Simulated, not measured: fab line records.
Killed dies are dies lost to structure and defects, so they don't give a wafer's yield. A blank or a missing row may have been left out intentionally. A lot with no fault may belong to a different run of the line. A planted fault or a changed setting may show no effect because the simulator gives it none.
Matching of chambers / flow nand-harc / NHARC_A_BLC_STRIP_21 on rie-diel-10 has 4 sister chambers
The step strips in O2. 8 wafers are shown with their chamber, then 10 later ones without.

## WAFERS, EACH WITH ITS CHAMBER
wafer=L080.1; chamber=3; drypump-motor-current-A (A)=5.6; oes-product-au (a.u.)=0.992
wafer=L084.2; chamber=0; drypump-motor-current-A (A)=5.7; oes-product-au (a.u.)=1.005
wafer=L084.3; chamber=1; drypump-motor-current-A (A)=5.2; oes-product-au (a.u.)=0.986
wafer=L084.5; chamber=1; drypump-motor-current-A (A)=5.2; oes-product-au (a.u.)=0.993
wafer=L088.5; chamber=3; drypump-motor-current-A (A)=5.6; oes-product-au (a.u.)=0.990
wafer=L088.6; chamber=2; drypump-motor-current-A (A)=6.5; oes-product-au (a.u.)=1.007
wafer=L086.2; chamber=2; drypump-motor-current-A (A)=6.6; oes-product-au (a.u.)=0.989
wafer=L086.3; chamber=0; drypump-motor-current-A (A)=5.7; oes-product-au (a.u.)=0.996

## WAFERS WITH NO CHAMBER GIVEN
wafer=L086.5; drypump-motor-current-A (A)=5.2; oes-product-au (a.u.)=0.989
wafer=L087.3; drypump-motor-current-A (A)=6.6; oes-product-au (a.u.)=1.002
wafer=L087.4; drypump-motor-current-A (A)=5.2; oes-product-au (a.u.)=0.986
wafer=L087.5; drypump-motor-current-A (A)=5.7; oes-product-au (a.u.)=0.997
wafer=L092.1; drypump-motor-current-A (A)=6.6; oes-product-au (a.u.)=0.984
wafer=L092.5; drypump-motor-current-A (A)=5.6; oes-product-au (a.u.)=0.998
wafer=L092.6; drypump-motor-current-A (A)=6.5; oes-product-au (a.u.)=1.000
wafer=L096.1; drypump-motor-current-A (A)=5.2; oes-product-au (a.u.)=1.006
wafer=L096.2; drypump-motor-current-A (A)=5.7; oes-product-au (a.u.)=1.023
wafer=L096.3; drypump-motor-current-A (A)=6.5; oes-product-au (a.u.)=0.999

## EACH ONE'S CHAMBER
wafer=L086.5; from the rows above=1; in truth=1
wafer=L087.3; from the rows above=2; in truth=2
wafer=L087.4; from the rows above=1; in truth=1
wafer=L087.5; from the rows above=0; in truth=0
wafer=L092.1; from the rows above=2; in truth=2
wafer=L092.5; from the rows above=can't be placed: 3 or 0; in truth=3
wafer=L092.6; from the rows above=2; in truth=2
wafer=L096.1; from the rows above=1; in truth=1
wafer=L096.2; from the rows above=0; in truth=0
wafer=L096.3; from the rows above=2; in truth=2
Correct placement for 9 of the 10. Cannot be placed on the basis of these rows: 1; the candidates contain the true chamber in 1. Placed wrongly: 0.
How it was worked out, from the rows above alone: a wafer's distance from a chamber is the root of the sum, over the readings, of the square of ((its reading less the chamber's mean) divided by the reading's scatter). The wafer belongs to the nearest chamber; if the next one is less than 2 further off, it can't be placed. Each chamber's mean is taken over the wafers shown for it. The scatter: take each reading less its chamber's mean, square it, sum over the shown wafers, divide by the number of wafers less the number of chambers, and take the root.
